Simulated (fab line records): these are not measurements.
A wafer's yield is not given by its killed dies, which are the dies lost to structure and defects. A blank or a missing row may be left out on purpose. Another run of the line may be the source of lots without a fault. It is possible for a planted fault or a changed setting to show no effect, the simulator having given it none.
A struck lot beside a sound one	flow nandHarc	15 steps out of a route of 1159
Sound: these wafers, L929.3, L929.5, L929.6. Struck: wafer L936.4 (left out: L936.6, a lot-mate that was not struck); the cause follows at the end.
Per side, at each step with rows, come the tool, then ch with its chambers, and then its first start. Under that, the readings that differ: sound wafers	struck wafers	difference of the means	sigmas: that difference in standard deviations of wafers without a fault.
alike: same words and numbers on both sides, and readings whose means sit less than 2 such deviations apart. not compared: any withheld reading, any reading some wafer has no value for, any bound like >300 that may hide the same value, and any number with overlapping values for which the record gives no deviation.
A row with sigmas, a row that says differs or no value, or rows on one side alone: a step with any of these is where the two part. When numbers do not overlap yet have no deviation, they are printed without sigmas and do not part them. A reading missing from all wafers of one side parts the sides only when that side holds two or more wafers.

first, 1 step without rows for these wafers: NHARC_A_ONON_D1_DEP_00 (target thk 1000 nm).
NHARC_A_ONON_D1_THK_MEAS_02: measures by ellipsometry.
  struck on filmMetro-01, day 10 15:04; sound on filmMetro-02, day 8 13:19
reading	sound	struck	difference	sigmas
thkNm (nm)	997 995 995	1021	+25	+3
then, 1 step without rows for these wafers: NHARC_A_ONON_D1_DEP_03 (target thk 1000 nm).
NHARC_A_ONON_D1_THK_MEAS_05: measures by ellipsometry.
  struck on filmMetro-01, day 10 15:38; sound on filmMetro-02, day 8 13:52
  alike: thkNm
then, 1 step without rows for these wafers: NHARC_A_ONON_D1_DEP_06 (target thk 1000 nm).
NHARC_A_ONON_D1_THK_MEAS_08: measures by ellipsometry.
  struck on filmMetro-01, day 10 16:12; sound on filmMetro-01, day 8 14:26
  alike: thkNm
then, 1 step without rows for these wafers: NHARC_A_ONON_D1_DEP_09 (target thk 1000 nm).
NHARC_A_ONON_D1_THK_MEAS_11: measures by ellipsometry.
  struck on filmMetro-02, day 10 16:46; sound on filmMetro-01, day 8 15:01
  alike: thkNm
then, 1 step without rows for these wafers: NHARC_A_ONON_D1_DEP_12 (target thk 1000 nm).
NHARC_A_ONON_D1_THK_MEAS_14: measures by ellipsometry.
  struck on filmMetro-02, day 10 17:20; sound on filmMetro-02, day 8 15:34
reading	sound	struck	difference	sigmas
thkNm (nm)	983 986 985	1006	+21	+2
then, 1 step without rows for these wafers: NHARC_A_ONON_D1_ANNEAL_15 (time 3600 s).
NHARC_A_ONON_D1_DEP_16: target thk 1000 nm.
  sound on pecvdOnon-04 ch 0, day 8 22:20; struck on pecvdOnon-03 ch 0, day 11 00:22
  alike: susceptorTempC
NHARC_A_ONON_D1_THK_MEAS_18: measures by ellipsometry.
  struck on filmMetro-02, day 11 00:43; sound on filmMetro-01, day 8 22:44
reading	sound	struck	difference	sigmas
thkNm (nm)	1000 1002 1002	1553	+552	+55
then, 1 step without rows for these wafers: NHARC_A_ONON_D1_DEP_19 (target thk 1000 nm).
-- the record jumps here: 12 days lie between the struck wafers' starts before and after (it left off in module A_ONON_D1 and takes up again in module END, whose first step shown is number 1159 of the route) --
NHARC_END_SORT_01:
  only the struck wafers appear in the record here, on prober-02 ch 0 at day 22 23:55; the sound ones have no rows

## WHERE THEY PART
First at NHARC_A_ONON_D1_THK_MEAS_02; last, within this record, at NHARC_END_SORT_01.

WHY: the cause the simulator had injected
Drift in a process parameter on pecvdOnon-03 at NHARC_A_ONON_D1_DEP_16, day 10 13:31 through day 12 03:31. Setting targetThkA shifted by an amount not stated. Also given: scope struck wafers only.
